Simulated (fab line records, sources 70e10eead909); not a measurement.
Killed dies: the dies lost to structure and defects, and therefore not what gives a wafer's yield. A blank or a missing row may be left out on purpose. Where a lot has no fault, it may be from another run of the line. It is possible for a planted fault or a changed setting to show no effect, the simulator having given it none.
A struck lot beside a sound one	flow nand-harc	15 out of 1159 route steps
Sound: the wafers L996.2, L996.5, L996.6. Struck: wafer L103.2 (L103.1, L103.6, from the same lot, were not struck and are left out); the cause is given at the end.
Each step with rows lists, per side, the tool, then ch with its chambers, then its first start. Under that, the readings that differ: sound wafers	struck wafers	difference of the means	sigmas: that difference in standard deviations of wafers without a fault.
alike: readings whose means differ by less than 2 such deviations, and words and numbers that are the same on both sides. not compared: withheld readings, readings that some wafer has no value for, bounds like >300 that may hide the same value, and numbers for which the record gives no deviation and whose values overlap.
A row with sigmas, a row that says differs or no value, or rows on one side alone: a step with any of these is where the two part. Numbers that have no deviation but don't overlap get no sigmas and don't part them. A reading that every wafer of one side lacks parts them only if that side has two wafers or more.

first, 7 steps without rows for these wafers: NHARC_A_CHANNEL_HOLE_D1_COAT_37 (time 65 s); NHARC_A_CHANNEL_HOLE_D1_COAT_04 (resist thk 90 nm); NHARC_A_CHANNEL_HOLE_D1_SOFTBAKE_05 (time 55 s); NHARC_A_CHANNEL_HOLE_D1_EBR_06; NHARC_A_CHANNEL_HOLE_D1_EXPOSE_07 (exposes mask HOLE D1, target cd 100 nm); NHARC_A_CHANNEL_HOLE_D1_PEB_08 (peb time 65 s); NHARC_A_CHANNEL_HOLE_D1_DEVELOP_09 (develop time 35 s).
NHARC_A_CHANNEL_HOLE_D1_CD_MEAS_10 targets a cd of 100 nm.
  sound on cd-sem-02 ch 0, day 10 14:47; struck on cd-sem-02 ch 0, day 12 07:58
  alike: cd-nm
NHARC_A_CHANNEL_HOLE_D1_OVL_MEAS_11:
  sound: overlay-02 at day 10 14:53; struck: overlay-01 at day 12 08:03
  alike: overlay-x-nm, overlay-y-nm
NHARC_A_CHANNEL_HOLE_D1_INSPECT_12:
  sound: defect-inspect-01 at day 10 14:55; struck: defect-inspect-01 at day 12 08:05
  alike: raw-defect-count
NHARC_A_CHANNEL_HOLE_D1_DESCUM_15: chemistry O2, time 3 s.
  sound on rie-diel-02 ch 0,3, day 10 14:59; struck on rie-diel-02 ch 3, day 12 08:09
  alike: drypump-motor-current-A, o2-flow-sccm, oes-product-au, rf-vpp-V, showerhead-plenum-p-Torr, throttle-valve-pct
  not compared: rf-hours-counter-h
NHARC_A_CHANNEL_HOLE_D1_ETCH_38: etches the open film in CF4, target depth 39 nm, time 65 s.
  sound on rie-diel-02 ch 1,2,3, day 10 15:05; struck on rie-diel-02 ch 2, day 12 08:14
  alike: drypump-motor-current-A, oes-product-au, rf-vpp-V, showerhead-plenum-p-Torr, throttle-valve-pct
  not compared: rf-hours-counter-h
NHARC_A_CHANNEL_HOLE_D1_ETCH_39: etches the open film in N2/H2, target depth 260 nm, time 325 s.
  sound on rie-diel-02 ch 0,2,3, day 10 15:12; struck on rie-diel-02 ch 2, day 12 08:21
reading	sound	struck	difference	sigmas
oes-product-au (a.u.)	0.986 1.001 0.996	0.842	-0.152	-19
  alike: drypump-motor-current-A, rf-vpp-V, showerhead-plenum-p-Torr, throttle-valve-pct
  not compared: rf-hours-counter-h
NHARC_A_CHANNEL_HOLE_D1_ETCH_34: etches the open film in CF4/CHF3, target depth 154 nm, time 77 s.
  sound on rie-diel-02 ch 0,1,2; struck on rie-diel-02 ch 2
reading	sound	struck	difference	sigmas
throttle-valve-pct (%)	16.812 16.809 16.805	16.791	-0.018	-2
  alike: drypump-motor-current-A, oes-product-au, rf-vpp-V, showerhead-plenum-p-Torr
  not compared: rf-hours-counter-h
-- record jumps: 11 days between struck wafers' starts before vs after; left off in module A_CHANNEL_HOLE_D1, resumes in module END, first step shown is number 1159 of the route --
NHARC_END_SORT_01:
  at this point the record logs the struck wafers (prober-01 ch 0, day 23 06:50) and has no rows for the sound ones

== WHERE THEY PART ==
Last at NHARC_END_SORT_01 as far as this record goes, first at NHARC_A_CHANNEL_HOLE_D1_ETCH_39.

WHY: whatever the simulator had introduced
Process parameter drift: rie-diel-02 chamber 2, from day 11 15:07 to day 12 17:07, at NHARC_A_CHANNEL_HOLE_D1_ETCH_39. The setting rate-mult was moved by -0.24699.
